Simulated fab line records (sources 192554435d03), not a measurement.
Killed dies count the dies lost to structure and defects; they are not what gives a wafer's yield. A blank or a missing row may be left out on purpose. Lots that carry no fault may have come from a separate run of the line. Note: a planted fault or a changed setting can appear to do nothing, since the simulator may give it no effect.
8D (eight disciplines) problem report, filled in by code -- flow n5_finfet -- the parts of the form that need people (team, actions taken, sign-off) are left out
Where a reading is given only as a bound, like >300, the bound stands for it, and a mean or a difference that rests on one is marked > or <: the true number lies beyond.

1. THE PROBLEM
raw_defect_count at N5_BEOL_M15_INSPECT_30 reads a mean of >300 on 5 wafers of 2 lots; wafers without a fault read 2.1 with a standard deviation of 1.4. So: +99 or more standard deviations from the usual mean.
The step: inspects for defects (macro).
First observed at day 12 00:20: wafer L944.2, on defect_inspect-02. The record holds 29 wafers of 10 lots with a number at this step. Rule for "out", or "out of limits": more than 4 standard deviations from the usual mean. All remaining wafers that have a number are taken as sound.

2. WHAT IT IS, WHAT IT ISN'T
question,is,is not
which readings at this step,raw_defect_count,-
which lots,"L944, L949","L941, L943, L957, L959, L961, L962, L963, L964"
which wafers of those lots,all that have a number,-
read on which gauges,defect_inspect-02,defect_inspect-01
when,from day 12 00:20,"up to then (6 sound wafers); but 18 sound wafers of L957, L959, L961, L962, L963, L964 came after"

3. THE SUSPECTS, EACH WITH WHAT RULES IT OUT
Counting: a tool at a process step up to the reading stays a suspect if it ran every lot that is out and no sound lot after the first of them.
- the gauge at N5_BEOL_M15_INSPECT_30 has been ruled out. All the wafers that are out were read on defect_inspect-02, but those of them that N5_PASSIVATION_PROBE_49 has rows for are out there too, on other tools.
- rie_diel-04 at N5_BEOL_M15_VIA_ETCH_16 (etches SiO2 in C4F8/O2/Ar, target depth 1792.2 nm): ruled out as a lasting fault. Following L944 (day 11 22:44), the first lot on it that is out, the sound lots L959, L963 were run on it.
Left after counting: nothing in the record.

4. THE CAUSE (what the simulator had put in)
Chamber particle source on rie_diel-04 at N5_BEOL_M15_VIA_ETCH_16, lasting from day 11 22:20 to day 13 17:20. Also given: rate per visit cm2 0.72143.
It was ruled out by counting, in error; the rule expects a fault to strike all lots run on its tool from its start on, and this fault did not.

5. THE CHAIN OF EFFECTS, in route order
Each row: a reading where the mean over the struck wafers with a number is more than 3 standard deviations away from the usual. Only readings whose record carries a usual standard deviation are examined. hours: median over the lots of the time between each lot's start at the first step of this table that gives one and its start at this step. sigmas: the change, counted in usual standard deviations.
hours,step,reading,usual,on struck wafers,change,sigmas
0,N5_BEOL_M15_INSPECT_30,raw_defect_count,2.1,>300,>+298,+99 or more
22,N5_PASSIVATION_PROBE_49,defect_limited_yield,91.3 %,83.9,-7.4,-4.9
22,N5_PASSIVATION_PROBE_49,killed_at_M4_up,13,90,+77,+15
22,N5_PASSIVATION_PROBE_49,killed_dies,103,190,+87,+5.1
22,N5_PASSIVATION_PROBE_49,killed_on_rim,13,26,+13,+3.2
22,N5_PASSIVATION_PROBE_49,sort_bin_5_function,5.0 %,10.1,+5.1,+5.2
22,N5_PASSIVATION_PROBE_49,sort_n_pass,1077,990,-87,-5.1
22,N5_PASSIVATION_PROBE_49,sort_yield_pct,91.3 %,83.9,-7.4,-4.9
Its process steps:
- N5_PASSIVATION_PROBE_49

6. WHAT WOULD HAVE CAUGHT IT SOONER
2 hours passed between the start of the fault at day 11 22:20 and the first reading out of limits at a measuring or inspecting step in this record, taken at day 12 00:20.
Of the tool readings at N5_BEOL_M15_VIA_ETCH_16 for which the record gives a usual standard deviation, none was out on any struck wafer, so an alarm limit of 4 standard deviations on them would not have fired.
